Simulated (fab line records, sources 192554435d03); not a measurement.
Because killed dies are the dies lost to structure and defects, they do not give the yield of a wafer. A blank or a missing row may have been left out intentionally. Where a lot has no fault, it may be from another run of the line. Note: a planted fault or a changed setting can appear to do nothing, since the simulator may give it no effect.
Chamber matching | flow n5Finfet | 4 sister chambers for N5_HKMG_FIN_PWFM_ALD_03 on aldMetal-04
The step deposits TiN, target thk 2 nm, pulse time 1 s, purge time 3 s. 14 wafers are shown with their chamber, then 7 later ones without.

WAFERS WITH THEIR CHAMBER
wafer  | chamber | heaterPowerW (W) | precursorPulseHeightRel
L077.2 | 3       | 817              | 0.991
L077.3 | 1       | 775              | 0.983
L077.4 | 0       | 816              | 0.959
L082.2 | 3       | 809              | 0.975
L082.3 | 2       | 825              | 1.016
L082.6 | 1       | 793              | 1.005
L085.4 | 0       | 798              | 0.999
L085.5 | 1       | 794              | 0.991
L085.6 | 2       | 841              | 0.995
L088.1 | 1       | 789              | 0.989
L088.2 | 2       | 831              | 0.989
L088.3 | 3       | 803              | 1.026
L091.3 | 1       | 792              | 0.997
L091.4 | 3       | 829              | 1.036

SIGNATURES (averages over the wafers above)
reading                 | chamber 0 | chamber 1 | chamber 2 | chamber 3 | scatter within a chamber
heaterPowerW            | 807.00    | 788.60    | 832.33    | 814.50    | 9.58
precursorPulseHeightRel | 0.97900   | 0.99300   | 1.00000   | 1.00700   | 0.0199
Rule: for each reading, subtract the chamber's mean from the wafer's reading, divide by that reading's scatter and square the result; add these up over the readings and take the root, which gives the wafer's distance from the chamber. If the next closest chamber is less than 2 further off than the closest, the wafer can't be placed; otherwise it belongs to the closest. How the scatter is found: for the shown wafers, subtract from each reading the mean of its chamber, square and add these, divide the total by (wafers less chambers), then take the root.

WAFERS WHOSE CHAMBER IS MISSING
wafer  | heaterPowerW (W) | precursorPulseHeightRel
L091.6 | 809              | 0.983
L092.2 | 794              | 0.980
L092.4 | 811              | 0.984
L092.6 | 812              | 0.976
L096.2 | 858              | 0.990
L096.3 | 796              | 0.993
L096.5 | 788              | 0.978

WHICH CHAMBER EACH WENT THROUGH
wafer  | from the rows above               | in truth
L091.6 | can't be placed: 0 or 3 or 1      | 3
L092.2 | can't be placed: 1 or 0 or 3      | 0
L092.4 | can't be placed: 0 or 3 or 2 or 1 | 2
L092.6 | can't be placed: 0 or 3 or 2      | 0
L096.2 | can't be placed: 2 or 3           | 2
L096.3 | can't be placed: 1 or 0 or 3      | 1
L096.5 | can't be placed: 1 or 0           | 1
Correctly placed: 0 of 7. From these rows, 7 cannot be placed; in 7 the true chamber is one of the candidates. Wrongly placed: 0.
